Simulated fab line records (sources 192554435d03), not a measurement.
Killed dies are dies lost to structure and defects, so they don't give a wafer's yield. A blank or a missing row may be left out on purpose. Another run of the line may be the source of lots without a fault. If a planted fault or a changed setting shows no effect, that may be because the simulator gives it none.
Which tool was responsible?    flow n5_finfet    28 wafers from 10 lots sampled at 5 of the route's 1938 steps

== WHAT THE GAUGES READ, wafer by wafer ==
N5_BEOL_M4_RC_MEAS_101.
lot   measured      on         DIBL_N (mV/V)
L483  day 8 21:14   prober-01  33.9 32.7 35.4
L482  day 8 23:01   prober-02  35.5 38.1 38.1
L484  day 9 03:38   prober-01  35.6 35.3 34.7
L486  day 9 14:35   prober-01  34.5 35.3 32.5
L488  day 9 15:16   prober-02  36.0 36.5 37.4
L493  day 11 10:43  prober-01  33.8 36.4 33.5
L496  day 11 20:20  prober-02  36.4 35.0 39.0
L500  day 12 16:13  prober-02  39.7 36.6 36.5
L501  day 12 20:01  prober-02  36.7 34.3
L504  day 14 09:19  prober-02  40.8 36.5

== EACH LOT AND THE TOOL THAT RAN IT (in order: tool; ch and the chambers of the sampled wafers; start) ==
lot   N5_BEOL_M0_HM_OPEN_105             N5_BEOL_M0_SURFACE_TREAT_137  N5_BEOL_M0_CVD_115                N5_BEOL_M0_ANNEAL_119
L483  rie_metal-02 ch 0,1, day 6 20:27   pvd_sputter-01, day 7 05:01   cvd_co-02 ch 0,1,2, day 7 05:17   rtp_anneal-01 ch 0, day 7 06:05
L482  rie_metal-01 ch 0,1, day 6 20:28   pvd_sputter-03, day 7 00:58   cvd_co-01 ch 0,2, day 7 01:16     rtp_anneal-02 ch 0, day 7 05:55
L484  rie_metal-03 ch 0,1, day 6 21:46   pvd_sputter-03, day 7 05:44   cvd_co-02 ch 0,1,2, day 7 05:47   rtp_anneal-02 ch 0, day 7 06:32
L486  rie_metal-03 ch 0,1, day 6 22:39   pvd_sputter-02, day 7 06:01   cvd_co-01 ch 1, day 7 06:05       rtp_anneal-01 ch 0, day 7 07:01
L488  rie_metal-01 ch 0,1, day 7 08:01   pvd_sputter-01, day 7 11:23   cvd_co-02 ch 0,1, day 7 11:34     rtp_anneal-02 ch 0, day 7 13:36
L493  rie_metal-01 ch 0, day 8 21:21     pvd_sputter-01, day 8 23:00   cvd_co-02 ch 1,2, day 8 23:17     rtp_anneal-02 ch 0, day 9 01:22
L496  rie_metal-02 ch 0,1, day 9 06:56   pvd_sputter-01, day 9 08:32   cvd_co-02 ch 0,1,2, day 9 08:37   rtp_anneal-01 ch 0, day 9 11:17
L500  rie_metal-01 ch 0,1, day 10 12:47  pvd_sputter-03, day 10 14:31  cvd_co-01 ch 0,1,2, day 10 14:48  rtp_anneal-02 ch 0, day 10 15:29
L501  rie_metal-03 ch 0, day 10 15:58    pvd_sputter-03, day 10 19:30  cvd_co-01 ch 0,1, day 10 19:42    rtp_anneal-02 ch 0, day 10 20:34
L504  rie_metal-01 ch 0,1, day 11 23:10  pvd_sputter-02, day 12 02:50  cvd_co-01 ch 0,2, day 12 02:56    rtp_anneal-01 ch 0, day 12 03:41
- N5_BEOL_M0_HM_OPEN_105: chemistry Cl2/BCl3, target TiN, target depth 12 nm.
- N5_BEOL_M0_SURFACE_TREAT_137
- N5_BEOL_M0_CVD_115: deposits Co from CCTBA/H2, time 120 s.
- N5_BEOL_M0_ANNEAL_119: time 90 s.

== THE ANSWER, worked out from the rows above alone ==
Rule: usual is defined by the lots themselves. Put in order of their means at a reading, lots are off if they are a third of the lots or fewer, leave a main group of 4 or more, and stand apart from it by a gap of 3 or more times the standard deviation of the main group's means; of several such gaps the widest counts. If all means in a main group match to the digits the tables above print for the reading, that group is not used. A lot without any number at a reading at which 4 lots or more have one is off too. The other lots that the step has rows for count as sound.
No lot is off at any reading shown: from this, nothing can be told.

== WHAT THE SIMULATOR PUT IN ==
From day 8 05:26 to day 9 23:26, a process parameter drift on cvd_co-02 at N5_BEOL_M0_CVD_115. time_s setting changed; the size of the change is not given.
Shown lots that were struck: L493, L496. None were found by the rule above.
